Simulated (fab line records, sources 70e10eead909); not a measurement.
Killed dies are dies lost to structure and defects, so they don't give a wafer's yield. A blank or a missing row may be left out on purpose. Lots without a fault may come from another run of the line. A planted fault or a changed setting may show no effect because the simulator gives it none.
Which tool did it? | flow nand_harc | 14 lots, 42 wafers sampled, at 6 steps of a route of 1302

WHAT THE GAUGES READ, wafer by wafer
NHARC_A_START_INSPECT_01.
lot  | measured     | on                | raw_defect_count
L705 | day 7 02:44  | defect_inspect-01 | 4 3 6
L706 | day 7 05:20  | defect_inspect-02 | 6 10 1
L707 | day 7 13:32  | defect_inspect-02 | 7 2 4
L708 | day 7 21:32  | defect_inspect-01 | 1 4 6
L710 | day 9 03:41  | defect_inspect-02 | 4 4 2
L714 | day 10 15:10 | defect_inspect-02 | 5 3 2
L716 | day 11 08:17 | defect_inspect-02 | 3 1 5
L717 | day 11 14:16 | defect_inspect-02 | 3 3 0
L720 | day 13 06:46 | defect_inspect-02 | 6 3 7
L722 | day 13 18:35 | defect_inspect-01 | 8 2 4
L725 | day 14 23:58 | defect_inspect-02 | 4 4 3
L726 | day 15 08:47 | defect_inspect-01 | 1 4 3
L727 | day 15 19:11 | defect_inspect-02 | 6 2 4
L728 | day 16 09:14 | defect_inspect-02 | 5 4 4

NHARC_A_ONON_D1_THK_MEAS_05: measures by ellipsometry.
lot  | measured     | on            | thk_nm (nm)
L705 | day 8 02:31  | film_metro-01 | 991 990 991
L706 | day 8 02:31  | film_metro-02 | 1010 1009 1009
L707 | day 8 13:37  | film_metro-01 | 995 995 995
L708 | day 8 22:10  | film_metro-01 | 991 991 989
L710 | day 10 07:13 | film_metro-01 | 992 994 992
L714 | day 11 16:14 | film_metro-02 | 983 982 983
L716 | day 12 07:59 | film_metro-01 | 1009 1008 1009
L717 | day 12 13:59 | film_metro-02 | 999 999 999
L720 | day 14 06:21 | film_metro-02 | 1005 1006 1006
L722 | day 14 20:37 | film_metro-02 | 1008 1008 1009
L725 | day 16 02:48 | film_metro-02 | 1016 1016 1016
L726 | day 16 10:23 | film_metro-01 | 999 999 1000
L727 | day 16 22:55 | film_metro-01 | 1001 1002 1000
L728 | day 17 08:02 | film_metro-01 | 999 998 997

NHARC_A_ONON_D1_THK_MEAS_11: measures by ellipsometry.
lot  | measured     | on            | thk_nm (nm)
L705 | day 8 03:39  | film_metro-01 | 991 991 989
L706 | day 8 03:58  | film_metro-02 | 993 993 994
L707 | day 8 14:45  | film_metro-02 | 1001 1003 1001
L708 | day 8 23:17  | film_metro-01 | 979 980 979
L710 | day 10 08:21 | film_metro-01 | 999 999 1000
L714 | day 11 17:22 | film_metro-01 | 996 997 999
L716 | day 12 09:08 | film_metro-02 | 1007 1009 1007
L717 | day 12 15:07 | film_metro-02 | 996 998 997
L720 | day 14 07:29 | film_metro-02 | 997 995 997
L722 | day 14 21:44 | film_metro-02 | 995 994 994
L725 | day 16 03:56 | film_metro-02 | 1008 1008 1008
L726 | day 16 11:32 | film_metro-02 | 993 995 996
L727 | day 17 00:04 | film_metro-01 | 1026 1027 1029
L728 | day 17 09:10 | film_metro-01 | 1014 1015 1016

NHARC_A_ONON_D1_THK_MEAS_24: measures by ellipsometry.
lot  | measured     | on            | thk_nm (nm)
L705 | day 8 13:10  | film_metro-01 | 988 989 989
L706 | day 8 13:09  | film_metro-02 | 1001 1003 1002
L707 | day 9 00:29  | film_metro-02 | 1014 1012 1014
L708 | day 9 09:03  | film_metro-02 | 997 998 999
L710 | day 10 20:02 | film_metro-01 | 991 990 990
L714 | day 12 02:59 | film_metro-01 | 1002 1000 1001
L716 | day 12 15:28 | film_metro-02 | 996 997 994
L717 | day 13 00:38 | film_metro-01 | 691 690 691
L720 | day 14 17:35 | film_metro-02 | 690 690 691
L722 | day 15 07:11 | film_metro-02 | 994 991 992
L725 | day 16 13:41 | film_metro-02 | 1005 1005 1005
L726 | day 16 23:35 | film_metro-01 | 997 998 995
L727 | day 17 09:17 | film_metro-02 | 1012 1013 1012
L728 | day 17 18:40 | film_metro-02 | 993 995 993

NHARC_END_SORT_01.
lot  | measured     | on        | killed_at_array | killed_at_other | killed_at_periphery | killed_dies | killed_open | killed_short
L717 | day 29 18:41 | prober-01 | 668 671 669     | 1 2 0           | 8 4 8               | 677 677 677 | 3 5 1       | 1 1 0
L720 | day 30 10:28 | prober-01 | 674 669 676     | 0 0 0           | 3 8 1               | 677 677 677 | 4 6 0       | 2 4 6

WHICH TOOL RAN EACH LOT (tool, then ch and the chambers of the sampled wafers, then the start)
lot  | NHARC_A_ONON_D1_DEP_22
L705 | pecvd_onon-01 ch 0, day 8 12:46
L706 | pecvd_onon-03 ch 0, day 8 12:42
L707 | pecvd_onon-04 ch 0, day 8 23:57
L708 | pecvd_onon-01 ch 0, day 9 08:33
L710 | pecvd_onon-01 ch 0, day 10 19:38
L714 | pecvd_onon-03 ch 0, day 12 02:28
L716 | pecvd_onon-03 ch 0, day 12 14:57
L717 | pecvd_onon-03 ch 0, day 13 00:11
L720 | pecvd_onon-03 ch 0, day 14 17:08
L722 | pecvd_onon-01 ch 0, day 15 06:40
L725 | pecvd_onon-01 ch 0, day 16 13:14
L726 | pecvd_onon-01 ch 0, day 16 23:04
L727 | pecvd_onon-01 ch 0, day 17 08:47
L728 | pecvd_onon-01 ch 0, day 17 18:10
- NHARC_A_ONON_D1_DEP_22: target thk 1000 nm.

WHAT THE TOOLS THEMSELVES READ (means of the sampled wafers that have a number; where no wafer has one, the mark that the record gives instead)
The record holds no such reading with a usual standard deviation.

THE ANSWER, worked out from the rows above alone
Rule: what is usual is taken from the lots themselves. Put in order of their means at a reading, lots are off if they are a third of the lots or fewer, leave a main group of 4 or more, and stand apart from it by a gap of 3 or more times the standard deviation of the main group's means; of several such gaps the widest counts. A main group whose means are all the same, to the digits that the tables above print for the reading, isn't used. A lot without any number at a reading at which 4 lots or more have one is off too. The other lots that the step has rows for count as sound. The gauges are gone through in route order, then the tools' own readings, and for those a lot's mean is taken as printed above. The first step at which some lot is off is used, and at that step the reading that is off furthest; a lot without a number counts as furthest.
Off: L717, L720, at NHARC_A_ONON_D1_THK_MEAS_24 (thk_nm). The main group: mean 999 nm, standard deviation 7.7.
A tool fits if, at a process step before that reading, it ran every lot that is off, and no sound lot after the first of them. The gauges at NHARC_A_ONON_D1_THK_MEAS_24 are tried like those tools. One fits: pecvd_onon-03 at NHARC_A_ONON_D1_DEP_22. Its last sound lot is L716 (day 12 14:57), its first lot that is off L717 (day 13 00:11): a fault that began between those two fits.

WHAT THE SIMULATOR HAD PUT IN
Process parameter drift: pecvd_onon-03, from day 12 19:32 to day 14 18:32, at NHARC_A_ONON_D1_DEP_22. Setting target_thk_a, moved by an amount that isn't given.
Lots struck among those shown: L717, L720. The rule above found the same.
